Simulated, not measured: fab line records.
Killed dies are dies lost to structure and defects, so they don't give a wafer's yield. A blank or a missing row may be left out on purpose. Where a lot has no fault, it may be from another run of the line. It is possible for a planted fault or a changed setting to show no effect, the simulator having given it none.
Tool commonality check | flow nand_harc | 9 wafers sampled across 3 lots

WHY IT WAS OPENED
At NHARC_END_SORT_01 the reading killed_at_periphery is flagged on 2 of 3 lots. Fault-free wafers read 3.7, with a standard deviation of 2.5.
Rule: flag the lot when none of its wafers has a number, or when each of its wafers that has one lies beyond 4 standard deviations from that mean. All remaining lots are regarded as sound.

lot  | measured     | on        | killed_at_periphery, wafer by wafer | flag
L567 | day 29 01:17 | prober-02 | 78 49 94                            | FLAGGED
L570 | day 30 02:55 | prober-02 | 90 67 69                            | FLAGGED
L578 | day 33 12:59 | prober-02 | 5 4 3                               |
Average over the flagged lots: 74.5; offset from the usual +70.8, equal to +28 standard deviations.

EACH LOT AND THE TOOL IT RAN ON
The record holds 3 process steps before the reading, out of a route of 1302 steps. Read each cell as the tool, then ch plus the chambers that the sampled wafers visited, then the start.
lot  | flag    | NHARC_P_M2_PRE_CLEAN_32         | NHARC_THIN_TSV_ETCH_44             | NHARC_THIN_TSV_DESCUM_35
L567 | FLAGGED | pecvd-03 ch 0,1,2, day 11 04:46 | rie_diel-03 ch 0,1,2, day 28 07:51 | rie_diel-11 ch 0,1, day 28 13:56
L570 | FLAGGED | pecvd-03 ch 0,2, day 12 12:55   | rie_diel-03 ch 1,2,3, day 29 04:51 | rie_diel-04 ch 0,1, day 29 10:41
L578 |         | pecvd-03 ch 0,1, day 15 09:34   | rie_diel-03 ch 0,1,2, day 32 14:30 | rie_diel-04 ch 2,3, day 32 20:16
What is done by these steps:
- NHARC_P_M2_PRE_CLEAN_32: time 12 s.
- NHARC_THIN_TSV_ETCH_44: etches the open film in CF4/O2, target depth 1594.2 nm, time 797.1 s.
- NHARC_THIN_TSV_DESCUM_35: chemistry O2, time 3 s.
- NHARC_END_SORT_01

FLAGGED OVER TOTAL, TOOL BY TOOL (the gauges that took the reading come last)
step                     | tool        | lots run | flagged | share of the flagged lots | sound lots run after its first flagged lot
NHARC_P_M2_PRE_CLEAN_32  | pecvd-03    | 3        | 2       | all                       | 1 (L578)
NHARC_THIN_TSV_ETCH_44   | rie_diel-03 | 3        | 2       | all                       | 1 (L578)
NHARC_THIN_TSV_DESCUM_35 | rie_diel-04 | 2        | 1       | some                      | 1 (L578)
NHARC_THIN_TSV_DESCUM_35 | rie_diel-11 | 1        | 1       | some                      | 0
NHARC_END_SORT_01        | prober-02   | 3        | 2       | all                       | 1 (L578)

WHAT IS ALLOWED BY THE TABLE
In the table, 3 rows ran each flagged lot (pecvd-03 at NHARC_P_M2_PRE_CLEAN_32; rie_diel-03 at NHARC_THIN_TSV_ETCH_44; prober-02 at NHARC_END_SORT_01).
- pecvd-03 at NHARC_P_M2_PRE_CLEAN_32 ran 3 lots, 2 of them flagged. Lots that were sound ran on it after the first flagged one (L578); a persistent fault on the entire tool would not allow that.
- rie_diel-03 at NHARC_THIN_TSV_ETCH_44 ran 3 lots, 2 of them flagged. Lots that were sound ran on it after the first flagged one (L578); a persistent fault on the entire tool would not allow that.
- prober-02 at NHARC_END_SORT_01 ran 3 lots, 2 of them flagged. Lots that were sound ran on it after the first flagged one (L578); a persistent fault on the entire tool would not allow that.
None of the table's rows ran every flagged lot and, after the first, no sound lot.

WHAT WAS PUT IN BY THE SIMULATOR
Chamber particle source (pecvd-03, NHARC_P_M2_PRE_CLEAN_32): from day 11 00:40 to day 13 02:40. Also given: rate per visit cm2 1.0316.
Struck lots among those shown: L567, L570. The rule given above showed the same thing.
